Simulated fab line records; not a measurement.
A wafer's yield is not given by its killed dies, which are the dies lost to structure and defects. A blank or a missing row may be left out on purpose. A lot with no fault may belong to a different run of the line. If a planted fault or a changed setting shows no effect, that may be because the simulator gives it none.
Split-lot study | flow n5Finfet | 21 wafers read from 7 lots, route of 1938 steps

ON THE SPLIT
At N5_ZERO_LAYER_COAT_05 (resist thk 1000 nm), the setting spinRpm was moved away from the recipe's 1500 rpm on 5 of the 21 wafers read, by -9.1% to -5.4%. For the rest of the wafers, this setting stayed at what the recipe calls for.

FROM THE SPLIT TO THE READING: what the file shows between them, 6 steps
- N5_ZERO_LAYER_EXPOSE_08: exposes mask ZERO, defocus 0 nm, target cd 2000 nm (also split here: doseMj)
- N5_ZERO_LAYER_PEB_09
- N5_ZERO_LAYER_DEVELOP_10: develop time 60 s
- N5_ZERO_LAYER_HARDBAKE_23: time 120 s
- N5_ZERO_LAYER_CD_MEAS_11: target cd 2000 nm
- N5_ZERO_LAYER_DESCUM_16: chemistry O2, time 7.9 s

THE READING
coat_of_ZERO_LAYER_COAT_05.thkNm (the simulator's own value, which no gauge read), in nm, at N5_ZERO_LAYER_ETCH_17 (etches SiO2 in CF4, target depth 12 nm, time 13.3 s). The file does not state a usual value for it. Average 971.4 nm, standard deviation 3.5 nm, over the 16 wafers here run with the recipe.

wafer  | tool, chamber at the split | spinRpm as run, rpm | against the recipe | coat_of_ZERO_LAYER_COAT_05.thkNm, nm | against lot-mates on the recipe
L077.1 | lithoTrack-05, 0           | 1500                | recipe             | 976.4                                | -
L077.2 | lithoTrack-05, 0           | 1363                | -9.1%              | 1026                                 | +49.6
L077.6 | lithoTrack-05, 0           | 1363                | -9.1%              | 1025                                 | +48.6
L079.2 | lithoTrack-05, 0           | 1500                | recipe             | 969.8                                | -
L079.4 | lithoTrack-05, 0           | 1500                | recipe             | 970.4                                | -
L079.6 | lithoTrack-05, 0           | 1500                | recipe             | 970.4                                | -
L080.3 | lithoTrack-05, 0           | 1500                | recipe             | 979.6                                | -
L080.4 | lithoTrack-05, 0           | 1500                | recipe             | 977.5                                | -
L080.6 | lithoTrack-05, 0           | 1419                | -5.4%              | 1008                                 | +29.5
L081.1 | lithoTrack-03, 0           | 1500                | recipe             | 971.6                                | -
L081.2 | lithoTrack-03, 0           | 1404                | -6.4%              | 1004                                 | +32.4
L081.3 | lithoTrack-03, 0           | 1404                | -6.4%              | 1007                                 | +35.4
L083.1 | lithoTrack-05, 0           | 1500                | recipe             | 968.6                                | -
L083.3 | lithoTrack-05, 0           | 1500                | recipe             | 967.8                                | -
L083.6 | lithoTrack-05, 0           | 1500                | recipe             | 969.5                                | -
L085.2 | lithoTrack-03, 0           | 1500                | recipe             | 973.4                                | -
L085.4 | lithoTrack-03, 0           | 1500                | recipe             | 969.2                                | -
L085.6 | lithoTrack-03, 0           | 1500                | recipe             | 972.4                                | -
L096.4 | lithoTrack-02, 0           | 1500                | recipe             | 968.8                                | -
L096.5 | lithoTrack-02, 0           | 1500                | recipe             | 970.2                                | -
L096.6 | lithoTrack-02, 0           | 1500                | recipe             | 967.5                                | -

THE FIT
A straight line over all 21 wafers: coat_of_ZERO_LAYER_COAT_05.thkNm changes by -5.83 nm for each +1% of spinRpm; r = -0.98; the points scatter about the line by 3.6 nm.
The same after taking each lot's own level away (the mean of its wafers on the recipe; 21 wafers): -5.36 nm for each +1%; r = -1.00; scatter 1.1 nm.
Per that fit: largest spinRpm move, reading shift of 49 nm.
Across the lots, their own levels run from 968.63 to 978.55 nm, a range of 2.9 times the standard deviation given above.
So the lot-to-lot level changes the slope little: the two slopes agree.
Check: +48.7 nm against its lot-mates is what the line predicts for one of the wafers moved furthest among these (-9.1%) when that wafer is left out of the fit. It came out at +49.6 nm against them.

OTHER SPLITS APPLIED TO THESE WAFERS
Other splits were also applied to these wafers ahead of the reading. Each is held against what the fit with the lots' levels taken away leaves over:
other split on the same wafers | wafers away from the commonest value | r with coat_of_ZERO_LAYER_COAT_05.thkNm (lot level and that fit taken away)
N5_ZERO_LAYER_EXPOSE_08 doseMj | 6                                    | +0.10

THE WHOLE CHAIN: every reading that the file lists as answering this split, in the file's order
step                   | what it does                                        | reading                                                                           | change (the file's fit)              | r (the file's)
N5_ZERO_LAYER_COAT_05  | resist thk 1000 nm                                  | coat_of_ZERO_LAYER_COAT_05.thkNm (the simulator's own value, which no gauge read) | -5.37 nm for each +1% of the setting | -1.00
N5_ZERO_LAYER_ETCH_17  | etches SiO2 in CF4, target depth 12 nm, time 13.3 s | coat_of_ZERO_LAYER_COAT_05.thkNm (the simulator's own value, which no gauge read) | -5.34 nm for each +1% of the setting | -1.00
N5_ZERO_LAYER_STRIP_24 | strips in O2                                        | stripTimeToEndpointS                                                              | withheld for each +1% of the setting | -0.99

THE FILE'S OWN FIT
coat_of_ZERO_LAYER_COAT_05.thkNm changes by -5.34 nm for each +1% of spinRpm, r = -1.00.
